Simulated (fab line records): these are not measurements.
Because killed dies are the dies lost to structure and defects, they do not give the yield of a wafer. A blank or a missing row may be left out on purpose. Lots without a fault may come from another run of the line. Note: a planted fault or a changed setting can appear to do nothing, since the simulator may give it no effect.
The tool behind it: which one? + flow nandHarc + 36 wafers sampled from 12 lots at 1 step of a route of 1302

## WHAT EACH GAUGE READ, for each wafer
NHARC_A_BLC_CD_MEAS_19.
| lot  | measured     | on       | cdNm (nm)         |
|------|--------------|----------|-------------------|
| L075 | day 22 21:28 | cdSem-01 | 102.4 98.7 99.5   |
| L077 | day 23 22:07 | cdSem-02 | 99.1 99.1 101.2   |
| L080 | day 25 09:37 | cdSem-03 | 99.6 95.8 100.8   |
| L081 | day 25 13:08 | cdSem-02 | 100.7 101.4 101.4 |
| L083 | day 26 08:46 | cdSem-01 | 99.3 100.8 99.3   |
| L084 | day 27 03:19 | cdSem-01 | 101.9 99.2 96.5   |
| L087 | day 27 23:13 | cdSem-03 | 101.1 96.9 100.9  |
| L090 | day 28 16:10 | cdSem-03 | 97.0 99.1 99.1    |
| L092 | day 29 20:26 | cdSem-03 | 98.1 99.8 100.5   |
| L094 | day 30 19:21 | cdSem-02 | 98.6 98.2 98.4    |
| L095 | day 31 15:29 | cdSem-02 | 99.9 100.2 101.6  |
| L097 | day 32 23:05 | cdSem-01 | 100.8 98.5 97.9   |

## EACH LOT AND THE TOOL THAT RAN IT (in order: tool; ch and the chambers of the sampled wafers; start)
No process step before these readings appears in the record.

## THE ANSWER, worked out from the rows above alone
Rule: the usual values come from the lots themselves. The widest of any qualifying gaps counts: lots, ordered by their means at a reading, are off when they make up no more than a third of the lots, leave a main group of 4 or more, and stand apart from it by 3 or more times the standard deviation of that group's means. A main group is skipped when, at the precision printed for the reading in the tables above, its means are all equal. Also off: a lot with no number at a reading for which 4 or more lots have one. Where the step has rows for the other lots, those lots are counted as sound.
Nothing can be told from this: no lot is off at any reading shown.

## WHAT WAS PUT IN BY THE SIMULATOR
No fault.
